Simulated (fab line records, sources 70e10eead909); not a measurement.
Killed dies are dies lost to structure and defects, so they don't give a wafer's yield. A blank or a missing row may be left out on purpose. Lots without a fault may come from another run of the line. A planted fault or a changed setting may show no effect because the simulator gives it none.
Which tool did it? | flow nand_harc | 24 lots, 72 wafers sampled, at 5 steps of a route of 1302

WHAT THE GAUGES READ, wafer by wafer
NHARC_P_M2_OVL_MEAS_10: pitch 340 nm. Usual: overlay_x_nm 0.0 nm, standard deviation 0.65; overlay_y_nm 0.2 nm, standard deviation 0.79.
lot  | measured     | on         | overlay_x_nm (nm) | overlay_y_nm (nm) | flag
L074 | day 6 10:19  | overlay-01 | -0.9 -0.2 -0.8    | -1.8 -1.4 -1.4    |
L075 | day 6 16:11  | overlay-01 | 0.3 -0.2 -0.2     | 1.0 0.4 0.6       |
L076 | day 7 05:55  | overlay-02 | 0.1 0.4 0.1       | -1.2 -0.7 -0.8    |
L077 | day 7 13:55  | overlay-01 | -0.8 -0.4 0.0     | 1.7 0.8 1.5       |
L078 | day 8 01:32  | overlay-02 | 0.2 0.5 0.5       | -1.0 -1.9 -1.0    |
L079 | day 8 08:53  | overlay-01 | -0.3 -0.1 -1.1    | 1.1 0.3 0.3       |
L080 | day 8 20:53  | overlay-02 | 0.5 -0.1 0.0      | 0.0 0.2 0.3       |
L081 | day 9 12:55  | overlay-01 | -0.3 0.1 0.0      | 1.3 1.3 1.9       |
L082 | day 9 18:41  | overlay-02 | -0.7 -0.6 -0.6    | 0.4 -0.4 0.4      |
L083 | day 10 17:08 | overlay-02 | 0.8 0.3 0.6       | 0.4 0.7 0.4       |
L085 | day 10 23:20 | overlay-01 | 0.1 0.6 0.0       | -0.2 -0.1 0.2     |
L084 | day 11 01:25 | overlay-02 | 0.2 0.7 0.6       | 0.3 -0.3 0.0      |
L086 | day 11 07:34 | overlay-02 | -0.7 -0.6 -1.2    | -0.6 -0.4 0.1     |
L088 | day 12 08:53 | overlay-01 | -0.1 -0.1 -0.2    | 0.2 0.6 0.4       |
L087 | day 12 09:49 | overlay-02 | -0.5 -0.4 -0.4    | -0.2 -1.1 -1.1    |
L089 | day 12 13:43 | overlay-02 | -0.6 -0.4 -0.6    | -0.4 0.3 0.4      |
L090 | day 13 05:22 | overlay-02 | -0.5 -0.2 0.1     | 1.2 0.6 0.9       |
L091 | day 13 07:17 | overlay-01 | 0.6 0.9 0.8       | 0.1 0.6 0.5       |
L092 | day 13 19:07 | overlay-02 | 1.4 1.0 1.2       | 1.0 0.7 1.1       |
L093 | day 14 05:44 | overlay-01 | 0.8 1.1 1.1       | 0.0 -0.4 0.3      |
L094 | day 14 19:19 | overlay-02 | 0.2 0.5 0.2       | 0.3 1.0 0.9       |
L095 | day 15 06:58 | overlay-01 | -1.5 -1.0 -1.7    | 1.2 0.6 1.0       |
L096 | day 15 12:38 | overlay-01 | -0.3 -0.8 -0.3    | -0.2 -0.2 0.4     |
L097 | day 15 20:20 | overlay-02 | -0.4 -0.6 -0.1    | 0.4 -0.3 -0.1     |

NHARC_A_ONON_D1_THK_MEAS_14: measures by ellipsometry. Usual: thk_nm 1003 nm, standard deviation 9.6.
lot  | measured     | on            | thk_nm (nm)    | flag
L074 | day 7 17:53  | film_metro-02 | 1000 1000 1000 |
L075 | day 8 04:42  | film_metro-01 | 1001 1003 1006 |
L076 | day 8 14:41  | film_metro-02 | 1008 1006 1007 |
L077 | day 9 01:11  | film_metro-01 | 1016 1019 1018 |
L078 | day 9 10:06  | film_metro-02 | 1005 1006 1005 |
L079 | day 9 17:41  | film_metro-02 | 1003 1002 1004 |
L080 | day 10 06:05 | film_metro-02 | 1001 999 1001  |
L081 | day 10 22:46 | film_metro-02 | 1000 999 1002  |
L082 | day 11 03:32 | film_metro-02 | 996 993 991    |
L083 | day 12 04:57 | film_metro-02 | 1012 1011 1012 |
L085 | day 12 09:58 | film_metro-01 | 996 996 994    |
L084 | day 12 09:40 | film_metro-02 | 996 995 995    |
L086 | day 12 16:13 | film_metro-02 | 1006 1006 1006 |
L088 | day 13 18:43 | film_metro-01 | 1000 1002 1003 |
L087 | day 13 18:41 | film_metro-02 | 1007 1009 1010 |
L089 | day 13 22:49 | film_metro-02 | 1001 1003 1003 |
L090 | day 14 16:56 | film_metro-01 | 1007 1008 1008 |
L091 | day 14 16:53 | film_metro-02 | 980 981 980    |
L092 | day 15 05:31 | film_metro-02 | 1027 1027 1026 |
L093 | day 15 16:18 | film_metro-01 | 1003 1005 1003 |
L094 | day 16 04:59 | film_metro-02 | 990 988 989    |
L095 | day 16 17:00 | film_metro-01 | 1003 1003 1001 |
L096 | day 16 22:22 | film_metro-01 | 991 992 992    |
L097 | day 17 08:14 | film_metro-01 | 1012 1013 1012 |

WHICH TOOL RAN EACH LOT (tool, then ch and the chambers of the sampled wafers, then the start)
lot  | NHARC_P_M1_ETCH_28                            | NHARC_P_M1_CMP_23             | NHARC_P_M2_DEGAS_29
L074 | rie_diel-11 ch 0,2, day 6 08:32 or earlier    | cmp-02 ch 0,1,3, day 6 08:32  | pvd_sputter-02, day 6 11:25
L075 | rie_diel-11 ch 0,1,2, day 6 14:23 or earlier  | cmp-01 ch 0,2, day 6 14:23    | pvd_sputter-01, day 6 17:18
L076 | rie_diel-11 ch 1,2, day 7 04:02 or earlier    | cmp-03 ch 0,2,3, day 7 04:02  | pvd_sputter-03, day 7 07:05
L077 | rie_diel-11 ch 0,1,3, day 7 11:59 or earlier  | cmp-01 ch 0,3, day 7 11:59    | pvd_sputter-01, day 7 15:02
L078 | rie_diel-01 ch 0,2,3, day 7 23:35 or earlier  | cmp-01 ch 0,1,2, day 7 23:35  | pvd_sputter-01, day 8 02:39
L079 | rie_diel-11 ch 0,3, day 8 06:59 or earlier    | cmp-02 ch 0,2,3, day 8 06:59  | pvd_sputter-01, day 8 10:02
L080 | rie_diel-01 ch 0,2,3, day 8 18:55 or earlier  | cmp-01 ch 0,2,3, day 8 18:55  | pvd_sputter-02, day 8 22:00
L081 | rie_diel-11 ch 0,1, day 9 10:58 or earlier    | cmp-03 ch 0,1,2, day 9 10:58  | pvd_sputter-03, day 9 14:02
L082 | rie_diel-11 ch 1,2,3, day 9 16:47 or earlier  | cmp-02 ch 1,2,3, day 9 16:47  | pvd_sputter-03, day 9 19:47
L083 | rie_diel-13 ch 1,3, day 10 15:10 or earlier   | cmp-01 ch 0,1, day 10 15:10   | pvd_sputter-03, day 10 18:15
L085 | rie_diel-13 ch 0,1,3, day 10 21:32 or earlier | cmp-02 ch 1,2,3, day 10 21:32 | pvd_sputter-01, day 11 00:28
L084 | rie_diel-11 ch 0,2,3, day 10 23:28 or earlier | cmp-02 ch 0,1, day 10 23:28   | pvd_sputter-01, day 11 02:32
L086 | rie_diel-11 ch 0,1,3, day 11 05:37 or earlier | cmp-03 ch 1,2,3, day 11 05:37 | pvd_sputter-03, day 11 08:41
L088 | rie_diel-11 ch 0,2,3, day 12 06:26 or earlier | cmp-02 ch 1,2,3, day 12 06:26 | pvd_sputter-03, day 12 10:01
L087 | rie_diel-13 ch 0,3, day 12 07:55 or earlier   | cmp-03 ch 0,1,2, day 12 07:55 | pvd_sputter-03, day 12 11:01
L089 | rie_diel-11 ch 0,1,2, day 12 11:56 or earlier | cmp-02 ch 0,1,2, day 12 11:56 | pvd_sputter-01, day 12 14:50
L090 | rie_diel-11 ch 0,1, day 13 03:27 or earlier   | cmp-03 ch 1,2,3, day 13 03:27 | pvd_sputter-03, day 13 06:29
L091 | rie_diel-13 ch 0,3, day 13 05:26 or earlier   | cmp-02 ch 0,2, day 13 05:26   | pvd_sputter-03, day 13 08:25
L092 | rie_diel-13 ch 0,1,3, day 13 17:11 or earlier | cmp-03 ch 0,1,2, day 13 17:11 | pvd_sputter-03, day 13 20:14
L093 | rie_diel-11 ch 1,3, day 14 03:49 or earlier   | cmp-01 ch 2,3, day 14 03:49   | pvd_sputter-01, day 14 06:52
L094 | rie_diel-11 ch 2,3, day 14 17:22 or earlier   | cmp-03 ch 1,2, day 14 17:22   | pvd_sputter-03, day 14 20:28
L095 | rie_diel-13 ch 0,1,2, day 15 05:04 or earlier | cmp-01 ch 1,2,3, day 15 05:04 | pvd_sputter-02, day 15 08:05
L096 | rie_diel-11 ch 1,2,3, day 15 10:49 or earlier | cmp-02 ch 1,2,3, day 15 10:49 | pvd_sputter-02, day 15 13:45
L097 | rie_diel-11 ch 1,3, day 15 18:34 or earlier   | cmp-02 ch 0,1,3, day 15 18:34 | pvd_sputter-01, day 15 21:28
- NHARC_P_M1_ETCH_28: etches the open film in CF4/N2, target depth 30 nm, time 72.99 s.
- NHARC_P_M1_CMP_23: polishes, t overpolish 20 s, target thk 157.82 nm.
- NHARC_P_M2_DEGAS_29: time 60 s.

WHAT THE TOOLS THEMSELVES READ (means of the sampled wafers that have a number; where no wafer has one, the mark that the record gives instead)
NHARC_P_M1_ETCH_28. Usual: drypump_motor_current_A 5.6 A, standard deviation 0.55; n2_flow_sccm 100.1 sccm, standard deviation 0.32; oes_product_au 1.005 a.u., standard deviation 0.011; rf_vpp_V 313.8 V, standard deviation 1.9; showerhead_plenum_p_Torr 2.60 Torr, standard deviation 0.096; throttle_valve_pct 19.795 %, standard deviation 0.01.
lot  | tool        | drypump_motor_current_A (A) | n2_flow_sccm (sccm) | oes_product_au (a.u.) | rf_vpp_V (V) | showerhead_plenum_p_Torr (Torr) | throttle_valve_pct (%) | flag
L074 | rie_diel-11 | 5.0                         | 99.6                | 1.018                 | 314.5        | 2.66                            | 19.791                 |
L075 | rie_diel-11 | 5.2                         | 100.0               | 1.009                 | 313.4        | 2.60                            | 19.792                 |
L076 | rie_diel-11 | 5.3                         | 100.0               | 1.005                 | 312.0        | 2.53                            | 19.807                 |
L077 | rie_diel-11 | 5.8                         | 99.9                | 1.000                 | 313.9        | 2.58                            | 19.800                 |
L078 | rie_diel-01 | 5.8                         | 100.0               | 1.022                 | 315.0        | 2.64                            | 19.805                 |
L079 | rie_diel-11 | 5.7                         | 100.2               | 0.998                 | 315.0        | 2.65                            | 19.795                 |
L080 | rie_diel-01 | 5.8                         | 100.0               | 1.013                 | 314.3        | 2.63                            | 19.788                 |
L081 | rie_diel-11 | 5.4                         | 100.3               | 1.012                 | 314.0        | 2.62                            | 19.798                 |
L082 | rie_diel-11 | 5.6                         | 100.0               | 0.999                 | 313.5        | 2.56                            | 19.799                 |
L083 | rie_diel-13 | 6.4                         | 100.2               | 0.994                 | 315.8        | 2.71                            | 19.790                 |
L085 | rie_diel-13 | 6.0                         | 100.3               | 1.000                 | 315.2        | 2.67                            | 19.791                 |
L084 | rie_diel-11 | 5.5                         | 100.2               | 1.013                 | 313.7        | 2.63                            | 19.792                 |
L086 | rie_diel-11 | 5.8                         | 99.6                | 1.001                 | 312.5        | 2.57                            | 19.798                 |
L088 | rie_diel-11 | 5.5                         | 99.9                | 1.010                 | 314.2        | 2.63                            | 19.788                 |
L087 | rie_diel-13 | 6.0                         | 100.3               | 0.998                 | 314.7        | 2.70                            | 19.789                 |
L089 | rie_diel-11 | 5.2                         | 100.0               | 1.008                 | 313.6        | 2.59                            | 19.796                 |
L090 | rie_diel-11 | 5.5                         | 100.4               | 1.002                 | 312.4        | 2.53                            | 19.802                 |
L091 | rie_diel-13 | 5.7                         | 100.2               | 1.001                 | 314.7        | 2.63                            | 19.791                 |
L092 | rie_diel-13 | 6.0                         | 99.8                | 1.004                 | 314.7        | 2.67                            | 19.786                 |
L093 | rie_diel-11 | 6.1                         | 100.0               | 0.996                 | 312.9        | 2.53                            | 19.786                 |
L094 | rie_diel-11 | 5.3                         | 100.1               | 0.994                 | 314.0        | 2.61                            | 19.796                 |
L095 | rie_diel-13 | 5.8                         | 100.1               | 1.010                 | 312.9        | 2.56                            | 19.795                 |
L096 | rie_diel-11 | 5.6                         | 100.0               | 1.000                 | 312.5        | 2.55                            | 19.797                 |
L097 | rie_diel-11 | 6.1                         | 99.8                | 1.000                 | 312.6        | 2.53                            | 19.787                 |

NHARC_P_M1_CMP_23. Usual: motor_current_A 12.8 A, standard deviation 1.9; time_to_endpoint_s 28 s, standard deviation 3.1.
lot  | tool   | motor_current_A (A) | time_to_endpoint_s (s) | flag
L074 | cmp-02 | 13.1                | 28                     |
L075 | cmp-01 | 11.4                | 30                     |
L076 | cmp-03 | 11.7                | 28                     |
L077 | cmp-01 | 12.2                | 30                     |
L078 | cmp-01 | 11.9                | 31                     |
L079 | cmp-02 | 13.3                | 26                     |
L080 | cmp-01 | 11.9                | 27                     |
L081 | cmp-03 | 11.6                | 29                     |
L082 | cmp-02 | 13.4                | 25                     |
L083 | cmp-01 | 12.3                | 30                     |
L085 | cmp-02 | 13.6                | 27                     |
L084 | cmp-02 | 14.7                | 29                     |
L086 | cmp-03 | 12.4                | 29                     |
L088 | cmp-02 | 13.7                | 27                     |
L087 | cmp-03 | 11.9                | 25                     |
L089 | cmp-02 | 15.1                | 29                     |
L090 | cmp-03 | 12.2                | 29                     |
L091 | cmp-02 | 16.0                | 28                     |
L092 | cmp-03 | 12.2                | 29                     |
L093 | cmp-01 | 11.5                | 32                     |
L094 | cmp-03 | 11.8                | 27                     |
L095 | cmp-01 | 11.9                | 29                     |
L096 | cmp-02 | 13.6                | 25                     |
L097 | cmp-02 | 13.3                | 33                     |

NHARC_P_M2_DEGAS_29. Usual: heater_power_w 344 W, standard deviation 24; susceptor_temp_C 249.97 C, standard deviation 0.18.
lot  | tool           | heater_power_w (W) | susceptor_temp_C (C) | flag
L074 | pvd_sputter-02 | 380                | 249.90               |
L075 | pvd_sputter-01 | 330                | 249.94               |
L076 | pvd_sputter-03 | 339                | 249.73               |
L077 | pvd_sputter-01 | 355                | 249.73               |
L078 | pvd_sputter-01 | 342                | 249.96               |
L079 | pvd_sputter-01 | 342                | 249.91               |
L080 | pvd_sputter-02 | 336                | 250.06               |
L081 | pvd_sputter-03 | 365                | 250.04               |
L082 | pvd_sputter-03 | 330                | 249.91               |
L083 | pvd_sputter-03 | 353                | 250.08               |
L085 | pvd_sputter-01 | 345                | 249.93               |
L084 | pvd_sputter-01 | 355                | 250.08               |
L086 | pvd_sputter-03 | 333                | 250.12               |
L088 | pvd_sputter-03 | 347                | 250.02               |
L087 | pvd_sputter-03 | 343                | 250.12               |
L089 | pvd_sputter-01 | 345                | 249.92               |
L090 | pvd_sputter-03 | 334                | 249.90               |
L091 | pvd_sputter-03 | 347                | 249.84               |
L092 | pvd_sputter-03 | 355                | 249.86               |
L093 | pvd_sputter-01 | 327                | 249.82               |
L094 | pvd_sputter-03 | 333                | 250.01               |
L095 | pvd_sputter-02 | 343                | 250.15               |
L096 | pvd_sputter-02 | 341                | 250.13               |
L097 | pvd_sputter-01 | 340                | 250.06               |

THE ANSWER, worked out from the rows above alone
Rule: a lot is off if the mean of its wafers that have a number lies more than 3 standard deviations from the usual mean. A lot without any number at a reading at which 4 lots or more have one is off too. The other lots that the step has rows for count as sound. The gauges are gone through in route order, then the tools' own readings, and for those a lot's mean is taken as printed above. The first step at which some lot is off is used, and at that step the reading that is off furthest; a lot without a number counts as furthest.
No lot is off at any reading shown: from this, nothing can be told.

WHAT THE SIMULATOR HAD PUT IN
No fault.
